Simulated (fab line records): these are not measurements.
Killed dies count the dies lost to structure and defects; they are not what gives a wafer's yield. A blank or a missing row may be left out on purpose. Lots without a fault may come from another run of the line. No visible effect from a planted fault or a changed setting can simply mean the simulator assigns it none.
fab line records	flow nand_harc
[record] lots = 6	wafers = 18	last_day = 33
route steps=1302 shown A_BONDPAD@1207 END@1302
lots with no fault: from the same line, run without faults
start_h: start of the lot's first displayed wafer, in hours after the record's first day	wait_h: hours from the lot's prior step to this one	" identical to the entry in the row above	L1.1+2: a single row standing in for several wafers	- either no value or no given start	* or withheld: withheld	< > ~ a bound
route shown NAME@n: a module of which the file shows steps, and the number in the route of the first	usual: mean/standard deviation of fault-free wafers	same: alike in all rows	chamber/n: place in a boat	sites: per-site readings	_std_site: the values' standard deviation	_edge_site: the outer-site mean with the inner-site mean subtracted	radius_mm: for every site, how far away it sits from the centre of the wafer	mask NAME#n: copy n	behind: tool/chamber where the wafer was last shaped	hold: why the lot went on hold/how many hours it stayed there/how the hold came to an end	device: which transistor (n, p or np) failed to switch	end of line: the same wafers' tests at the end of the route	a step without rows: its recipe alone	killed: the dies lost at the first sort to structure and to defects; this is not the yield of the wafer	map: a wafer's dies, x killed, . not, _ none there
set.NAME: the run value of the setting; set.NAME@STEP: its run value at that earlier step	model.NAME: the simulator's own value behind a step, which no gauge read
lots at some steps of the route; a table a step, a row a wafer
services: the hour from which a tool's chamber was out of use, counted from the record's first day as start_h (under 0 if before that day), plus the number of hours and why
[[steps]]
[step NHARC_A_BONDPAD_HMDS_02]
[recipe] time_s = 30
[step NHARC_A_BONDPAD_COAT_33]
[recipe] temp_c = 200	time_s = 65
[step NHARC_A_BONDPAD_COAT_03]
[recipe] spin_rpm = 2000	resist_thk_nm = 600
[step NHARC_A_BONDPAD_SOFTBAKE_04]
[recipe] temp_c = 125	time_s = 70
[step NHARC_A_BONDPAD_EBR_05]
[step NHARC_A_BONDPAD_EXPOSE_06]
[recipe] na = 0.55	dose_mj = 36.99	mask_id = A_BPAD
[step NHARC_A_BONDPAD_PEB_07]
[recipe] peb_temp_c = 128	peb_time_s = 80
[step NHARC_A_BONDPAD_DEVELOP_08]
[recipe] time_s = 50	dev_temp_c = 22
[step NHARC_A_BONDPAD_CD_MEAS_09]
[recipe] target_cd_nm = 500	landing_energy_ev = 500
[usual] cd_nm = 499.7/1.8
lot.wafer	tool	chamber	start_h	wait_h	cd_nm
L583.3	cd_sem-01	0	564.18	-	498.5
L583.4	"	0	"	"	498.0
L583.6	"	0	"	"	501.3
L590.3	cd_sem-03	0	649.68	-	501.0
L590.4	"	0	"	"	502.4
L590.5	"	0	"	"	500.4
L592.2	cd_sem-02	0	656.60	-	498.7
L592.3	"	0	"	"	499.4
L592.5	"	0	"	"	501.9
L599.1	cd_sem-03	0	725.84	-	500.9
L599.3	"	0	"	"	500.4
L599.6	"	0	"	"	501.6
L600.1	cd_sem-03	0	747.66	-	503.6
L600.2	"	0	"	"	499.9
L600.5	"	0	"	"	501.6
L602.3	cd_sem-02	0	758.64	-	496.4
L602.4	"	0	"	"	501.0
L602.5	"	0	"	"	498.9
[step NHARC_A_BONDPAD_OVL_MEAS_35]
[usual] overlay_x_nm = 1/6.5	overlay_y_nm = 0/5.2
lot.wafer	tool	chamber	start_h	wait_h	overlay_x_nm	overlay_y_nm
L583.3	overlay-02	-	564.27	-	1	5
L583.4	"	-	"	"	2	5
L583.6	"	-	"	"	1	5
L590.3	overlay-01	-	649.77	-	12	-1
L590.4	"	-	"	"	11	-1
L590.5	"	-	"	"	12	-2
L592.2	overlay-01	-	656.69	-	-5	5
L592.3	"	-	"	"	-4	6
L592.5	"	-	"	"	-4	6
L599.1	overlay-01	-	725.93	-	11	2
L599.3	"	-	"	"	11	2
L599.6	"	-	"	"	11	3
L600.1	overlay-02	-	747.75	-	-13	7
L600.2	"	-	"	"	-13	7
L600.5	"	-	"	"	-12	7
L602.3	overlay-02	-	758.73	-	0	3
L602.4	"	-	"	"	0	2
L602.5	"	-	"	"	0	3
[step NHARC_A_BONDPAD_HARDBAKE_10]
[recipe] temp_c = 118	time_s = 65
[step NHARC_A_BONDPAD_DESCUM_11]
[recipe] time_s = 3	o2_flow_sccm = 200	ar_flow_sccm = 0	bias_power_w = 0	chemistry = O2
[usual] drypump_motor_current_A = 6.0/0.34	oes_product_au = 1.000/0.0087	rf_vpp_V = 57.9/0.85	showerhead_plenum_p_Torr = 1.92/0.071	throttle_valve_pct = 11.310/0.0096
[same] time_s = 3
lot.wafer	tool	chamber	start_h	wait_h	drypump_motor_current_A	oes_product_au	rf_hours_counter_h	rf_vpp_V	showerhead_plenum_p_Torr	throttle_valve_pct
L583.3	rie_diel-06	2	564.40	-	5.9	0.991	2	57.2	1.90	11.318
L583.4	"	0	"	"	6.1	0.999	2	59.8	2.01	11.329
L583.6	"	1	"	"	6.2	1.001	-	57.1	1.92	11.310
L590.4	rie_diel-02	2	649.90	-	5.1	0.989	14	57.3	1.90	11.304
L590.3	"	0	"	"	5.8	1.001	13	58.7	1.79	11.316
L590.5	"	1	"	"	6.2	1.000	-	57.0	2.01	11.294
L592.2	rie_diel-06	3	656.81	-	6.4	1.007	4	57.8	1.84	11.297
L592.3	"	0	"	"	6.1	0.994	4	58.4	2.01	11.314
L592.5	"	0	"	"	6.1	0.996	-	57.7	2.01	11.320
L599.1	rie_diel-06	3	726.07	-	6.3	0.996	1	58.8	1.84	11.306
L599.3	"	0	"	"	6.1	1.000	1	57.5	2.01	11.307
L599.6	"	2	"	"	5.9	1.005	-	58.7	1.90	11.322
L600.2	rie_diel-06	3	747.87	-	6.4	0.988	1	57.1	1.84	11.326
L600.1	"	0	"	"	6.1	0.999	1	58.0	2.01	11.312
L600.5	"	3	"	"	6.4	0.999	-	57.3	1.84	11.312
L602.4	rie_diel-03	0	758.87	-	5.5	0.995	33	58.4	1.99	11.328
L602.3	"	1	"	"	6.3	1.004	34	57.4	2.07	11.298
L602.5	"	2	"	"	5.7	0.987	-	57.7	2.05	11.305
[step NHARC_A_BONDPAD_ETCH_34]
[recipe] target_depth_a = 600	overetch_a = 180	time_s = 65.91	ion_energy_ev = 200	n2_flow_sccm = 150	h2_flow_sccm = 150	ar_flow_sccm = 0	rf_w = 400	bias_w = 150	chemistry = N2/H2
[usual] drypump_motor_current_A = 6.0/0.34	oes_product_au = 0.999/0.0096	rf_vpp_V = 430.5/2.2	run_length_s = 86.9/0.39	showerhead_plenum_p_Torr = 2.04/0.077	throttle_valve_pct = 14.171/0.0083
lot.wafer	tool	chamber	start_h	wait_h	drypump_motor_current_A	oes_product_au	rf_hours_counter_h	rf_vpp_V	run_length_s	showerhead_plenum_p_Torr	throttle_valve_pct
L583.4	rie_diel-06	1	564.47	0.1	6.2	1.016	2	431.0	86.2	2.05	14.192
L583.3	"	2	"	"	5.9	1.001	2	430.5	86.4	2.03	14.164
L583.6	"	2	"	"	5.9	0.990	-	429.6	86.7	2.03	14.168
L590.4	rie_diel-02	0	649.98	0.1	5.8	1.004	13	426.7	86.7	1.90	14.175
L590.3	"	3	"	"	6.1	0.989	12	427.9	86.9	1.97	14.167
L590.5	"	0	"	"	5.8	1.003	-	426.1	86.7	1.90	14.163
L592.3	rie_diel-06	2	656.89	0.1	5.9	1.003	4	429.3	86.5	2.03	14.179
L592.2	"	0	"	"	6.0	0.995	4	433.9	87.4	2.15	14.178
L592.5	"	3	"	"	6.4	1.019	-	427.0	87.3	1.96	14.170
L599.1	rie_diel-06	1	726.15	0.1	6.2	1.002	2	429.9	68.7	2.05	14.161
L599.3	"	2	"	"	5.8	1.002	2	430.1	68.4	2.03	14.171
L599.6	"	0	"	"	6.0	1.000	-	432.6	68.9	2.15	14.186
L600.1	rie_diel-06	0	747.97	0.1	6.1	1.009	1	432.2	68.7	2.15	14.162
L600.2	"	1	"	"	6.2	0.991	2	430.3	68.1	2.05	14.188
L600.5	"	3	"	"	6.4	1.003	-	429.9	69.0	1.96	14.165
L602.4	rie_diel-03	2	758.94	0.1	5.7	0.999	37	434.5	87.6	2.18	14.176
L602.3	"	0	"	"	5.5	1.004	33	432.5	88.2	2.12	14.163
L602.5	"	3	"	"	5.6	0.994	-	429.0	87.6	2.00	14.177
[step NHARC_A_BONDPAD_ETCH_12]
[recipe] target_depth_a = 2200	time_s = 110	chf3_flow_sccm = 50	o2_flow_sccm = 10	ar_flow_sccm = 200	rf_w = 500	bias_w = 200	chemistry = CHF3/O2
[usual] drypump_motor_current_A = 6.0/0.35	oes_product_au = 0.948/0.021	rf_vpp_V = 370.7/2.1	run_length_s = 131.0/0.4	showerhead_plenum_p_Torr = 2.41/0.083	throttle_valve_pct = 20.572/0.0083
[same] time_s = 110
lot.wafer	tool	chamber	start_h	wait_h	drypump_motor_current_A	oes_product_au	rf_hours_counter_h	rf_vpp_V	run_length_s	showerhead_plenum_p_Torr	throttle_valve_pct
L583.3	rie_diel-06	0	-	-	6.1	0.967	2	372.8	131.0	2.52	20.569
L583.4	"	1	"	"	6.2	0.967	2	371.2	130.5	2.41	20.591
L583.6	"	3	"	"	6.4	0.979	-	368.7	131.2	2.32	20.568
L590.4	rie_diel-02	0	-	-	5.8	0.925	13	366.6	131.4	2.25	20.574
L590.3	"	1	"	"	6.2	0.931	10	374.1	130.7	2.52	20.570
L590.5	"	3	"	"	6.1	0.927	-	369.1	131.0	2.32	20.581
L592.2	rie_diel-06	0	-	-	6.0	0.945	4	374.2	130.8	2.52	20.558
L592.3	"	1	"	"	6.2	0.979	4	370.3	130.5	2.41	20.569
L592.5	"	0	"	"	6.0	0.949	-	373.0	131.3	2.52	20.569
L599.3	rie_diel-06	3	-	-	6.4	0.921	1	369.3	131.4	2.32	20.569
L599.1	"	0	"	"	6.1	0.979	1	373.4	131.3	2.52	20.577
L599.6	"	3	"	"	6.4	0.926	-	367.6	131.3	2.32	20.578
L600.1	rie_diel-06	0	-	-	6.0	0.928	1	373.0	131.5	2.52	20.567
L600.2	"	2	"	"	5.8	0.959	2	369.5	130.6	2.39	20.577
L600.5	"	0	"	"	6.1	0.927	-	372.5	131.0	2.52	20.572
L602.3	rie_diel-03	0	-	-	5.5	0.929	33	371.3	132.3	2.49	20.564
L602.4	"	3	"	"	5.6	0.918	36	369.9	131.6	2.36	20.572
L602.5	"	1	"	"	6.3	0.928	-	375.7	131.0	2.58	20.573
[step NHARC_END_SORT_01]
[recipe] temp_c = 25
[usual] defect_limited_yield = 90.6/2.3	killed_at_array = 59/16	killed_at_other = 0.8/1.1	killed_at_periphery = 3.6/2.4	killed_dies = 64/16	killed_open = 3.4/1.8	killed_short = 2.5/1.6
[same] gross_dies = 677
lot.wafer	tool	chamber	start_h	wait_h	defect_limited_yield[%]	killed_at_array	killed_at_other	killed_at_periphery	killed_dies	killed_open	killed_short
L592.5	prober-02	0	685.49	3.7	93.4	40	0	5	45	1	2
L600.1	prober-02	0	779.49	2.5	91.9	41	4	10	55	4	1
L600.2	prober-02	0	780.31	2.8	92.9	41	3	4	48	3	3
L600.5	prober-02	0	782.76	3.8	92.0	47	1	6	54	2	5
// killed by level:class
L592.5 A_SLIT:chamber_film_flake=27 A_CHANNEL_HOLE_D1:chamber_film_flake=8 P_STI:chamber_film_flake=4 A_WL_FILL:geometric_particle:short=2 P_M0:geometric_particle:open=1 A_CHANNEL_FILL_D1:chamber_film_flake=1 A_DECK1_JOINT:chamber_film_flake=1 A_STAIRCASE:chamber_film_flake=1
L600.1 A_SLIT:chamber_film_flake=28 P_GATE:chamber_film_flake=9 A_CONTACT:chamber_film_flake=4 THIN_TSV:chamber_film_flake=4 A_STAIRCASE:chamber_film_flake=3 P_M2:geometric_particle:open=1 A_CHANNEL_FILL_D1:geometric_particle:short=1 A_ONON_D2:geometric_particle:open=1
L600.2 A_SLIT:chamber_film_flake=27 A_CONTACT:chamber_film_flake=6 THIN_TSV:chamber_film_flake=3 P_GATE:chamber_film_flake=2 A_CHANNEL_HOLE_D1:chamber_film_flake=2 P_CONTACT:geometric_particle:open=1 P_M1:geometric_particle:short=1 A_CHANNEL_FILL_D1:geometric_particle:short=1
L600.5 A_SLIT:chamber_film_flake=33 P_GATE:chamber_film_flake=5 A_CONTACT:chamber_film_flake=5 A_ONON_D1:geometric_particle:short=2 A_STAIRCASE:chamber_film_flake=2 P_M0:geometric_particle:short=1 A_CHANNEL_FILL_D1:geometric_particle:short=1 A_DECK1_JOINT:geometric_particle:open=1
[[services]]
tool	chamber	start_h	hours	kind
rie_diel-06	0	542.20	-	clean
rie_diel-06	1	542.20	-	clean
rie_diel-06	2	542.20	-	clean
rie_diel-06	3	542.20	-	clean
rie_diel-03	3	555.71	3.1	repair
rie_diel-06	0	566.70	-	clean
rie_diel-06	1	566.70	-	clean
rie_diel-06	2	566.70	-	clean
rie_diel-06	3	566.70	-	clean
rie_diel-02	-	570.71	9.0	pm
rie_diel-03	2	586.42	7.1	repair
rie_diel-06	0	591.20	-	clean
rie_diel-06	1	591.20	-	clean
rie_diel-03	2	603.27	6.9	repair
rie_diel-02	1	619.88	12.7	repair
rie_diel-02	3	624.78	5.7	repair
rie_diel-03	-	635.33	9.0	pm
rie_diel-06	-	661.20	9.0	pm
rie_diel-06	3	702.46	14.0	repair
rie_diel-02	-	705.77	0.6	repair
rie_diel-02	2	711.16	6.5	repair
rie_diel-06	1	739.51	6.2	repair
rie_diel-02	-	747.71	9.0	pm
rie_diel-06	-	751.17	0.6	repair
[[key]]
[first_sign] step = NHARC_A_BONDPAD_ETCH_34	reading = run_length_s	direction = down	sigmas = 47	usual = *	struck = *
effect none on later readings
met_at NHARC_A_BONDPAD_ETCH_34
struck_wafers L599.1,L599.3,L599.6,L600.1,L600.2,L600.5
onset_between 656.89 726.15
[fault] kind = process_parameter_drift	tool = rie_diel-06	chamber = -	onset_h = 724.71	steps = NHARC_A_BONDPAD_ETCH_34	channel = time_s	offset = *	shape = step	end_h = 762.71	acts_in = *	stated = *
